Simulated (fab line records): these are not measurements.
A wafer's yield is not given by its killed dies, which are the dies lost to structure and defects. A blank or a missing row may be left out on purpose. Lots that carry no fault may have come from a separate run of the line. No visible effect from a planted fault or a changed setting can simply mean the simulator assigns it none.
Matching of chambers :: flow n5-finfet :: pecvd-02 running N5_BEOL_M9_DEP_56: 3 sister chambers
The step deposits SiCN from 3MS/NH3, target thk 15 nm, time 26.5 s. 3 wafers are shown with their chamber, then 8 later ones without.

EACH WAFER AND ITS CHAMBER
wafer: L082.4
chamber: 2
showerhead-vpp-V (V): 815

wafer: L082.6
chamber: 1
showerhead-vpp-V (V): 886

wafer: L085.2
chamber: 0
showerhead-vpp-V (V): 874

WAFERS WHOSE CHAMBER IS MISSING
wafer: L085.3
showerhead-vpp-V (V): 884

wafer: L085.4
showerhead-vpp-V (V): 877

wafer: L093.1
showerhead-vpp-V (V): 806

wafer: L093.4
showerhead-vpp-V (V): 817

wafer: L093.6
showerhead-vpp-V (V): 820

wafer: L094.1
showerhead-vpp-V (V): 868

wafer: L094.2
showerhead-vpp-V (V): 826

wafer: L094.5
showerhead-vpp-V (V): 891

CHAMBER TAKEN BY EACH
wafer: L085.3
from the rows above: can't be placed: 1 or 0
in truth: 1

wafer: L085.4
from the rows above: can't be placed: 0 or 1
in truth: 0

wafer: L093.1
from the rows above: 2
in truth: 2

wafer: L093.4
from the rows above: 2
in truth: 2

wafer: L093.6
from the rows above: 2
in truth: 2

wafer: L094.1
from the rows above: can't be placed: 0 or 1
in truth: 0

wafer: L094.2
from the rows above: 2
in truth: 2

wafer: L094.5
from the rows above: can't be placed: 1 or 0
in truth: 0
Correctly placed: 4 of 8. Can't be placed from these rows: 4 (the true chamber is among the candidates in 4). Number placed wrongly: 0.
How it was worked out, from the rows above alone: a wafer's distance from a chamber is the root of the sum, over the readings, of the square of ((its reading less the chamber's mean) divided by the reading's scatter). The wafer belongs to the nearest chamber; if the next one is less than 2 further off, it can't be placed. For every chamber, the mean is computed from those of its wafers that are shown. The scatter (one wafer shown for each chamber): square how far every hidden wafer sits from the nearest shown wafer, average those squares and take the square root.
